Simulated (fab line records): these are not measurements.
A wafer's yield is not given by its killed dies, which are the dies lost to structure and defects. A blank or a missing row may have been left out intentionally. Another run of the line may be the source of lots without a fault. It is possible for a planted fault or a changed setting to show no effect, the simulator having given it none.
Chamber matching + flow nand-harc + 4 sister chambers for NHARC_P_M0_STRIP_18 on rie-diel-09
The step strips in N2/H2. 18 wafers are shown with their chamber, then 9 later ones without.

WAFERS, EACH WITH ITS CHAMBER
| wafer  | chamber | drypump-motor-current-A (A) | showerhead-plenum-p-Torr (Torr) | throttle-valve-pct (%) |
|--------|---------|-----------------------------|---------------------------------|------------------------|
| L075.1 | 0       | 5.7                         | 1.88                            | 14.174                 |
| L075.2 | 2       | 5.1                         | 1.91                            | 14.151                 |
| L075.5 | 3       | 5.2                         | 2.03                            | 14.172                 |
| L075.3 | 1       | 6.1                         | 2.05                            | 14.177                 |
| L075.4 | 3       | 5.2                         | 2.03                            | 14.173                 |
| L075.6 | 2       | 5.1                         | 1.91                            | 14.154                 |
| L085.1 | 3       | 5.2                         | 2.02                            | 14.174                 |
| L085.2 | 1       | 6.1                         | 2.04                            | 14.179                 |
| L085.3 | 0       | 5.7                         | 2.21                            | 14.181                 |
| L088.3 | 3       | 5.2                         | 2.02                            | 14.169                 |
| L088.4 | 1       | 6.1                         | 2.04                            | 14.163                 |
| L088.6 | 2       | 5.0                         | 1.89                            | 14.159                 |
| L089.2 | 1       | 6.1                         | 2.03                            | 14.177                 |
| L089.3 | 3       | 5.2                         | 2.02                            | 14.166                 |
| L089.4 | 2       | 5.0                         | 1.89                            | 14.168                 |
| L090.1 | 1       | 6.1                         | 2.03                            | 14.159                 |
| L090.3 | 3       | 5.2                         | 2.02                            | 14.182                 |
| L090.4 | 0       | 5.7                         | 2.20                            | 14.170                 |

SIGNATURES (means of the wafers above)
| reading                  | chamber 0 | chamber 1 | chamber 2 | chamber 3 | scatter within a chamber |
|--------------------------|-----------|-----------|-----------|-----------|--------------------------|
| drypump-motor-current-A  | 5.700     | 6.100     | 5.050     | 5.200     | 0.0267                   |
| showerhead-plenum-p-Torr | 2.0967    | 2.0380    | 1.9000    | 2.0233    | 0.0714                   |
| throttle-valve-pct       | 14.17500  | 14.17100  | 14.15800  | 14.17267  | 0.00717                  |
Rule: a wafer lies at a distance from a chamber equal to the root of the sum of squares, over the readings, of (its reading less the chamber's mean, divided by the reading's scatter). If the next closest chamber is less than 2 further off than the closest, the wafer can't be placed; otherwise it belongs to the closest. The scatter: take each reading less its chamber's mean, square it, sum over the shown wafers, divide by the number of wafers less the number of chambers, and take the root.

WAFERS WITH NO CHAMBER GIVEN
| wafer  | drypump-motor-current-A (A) | showerhead-plenum-p-Torr (Torr) | throttle-valve-pct (%) |
|--------|-----------------------------|---------------------------------|------------------------|
| L090.2 | 5.0                         | 1.89                            | 14.167                 |
| L090.5 | 5.1                         | 1.89                            | 14.164                 |
| L090.6 | 6.1                         | 2.03                            | 14.158                 |
| L092.4 | 5.7                         | 2.20                            | 14.180                 |
| L092.5 | 5.2                         | 2.02                            | 14.158                 |
| L092.6 | 6.1                         | 2.03                            | 14.170                 |
| L096.3 | 5.0                         | 1.89                            | 14.169                 |
| L096.5 | 5.2                         | 2.01                            | 14.169                 |
| L096.6 | 5.1                         | 1.89                            | 14.164                 |

THE CHAMBER EACH PASSED THROUGH
| wafer  | from the rows above | in truth |
|--------|---------------------|----------|
| L090.2 | 2                   | 2        |
| L090.5 | 2                   | 2        |
| L090.6 | 1                   | 1        |
| L092.4 | 0                   | 0        |
| L092.5 | 3                   | 3        |
| L092.6 | 1                   | 1        |
| L096.3 | 2                   | 2        |
| L096.5 | 3                   | 3        |
| L096.6 | 2                   | 2        |
9 of 9 placed correctly. Number that these rows cannot place: 0. Placed wrongly: 0.
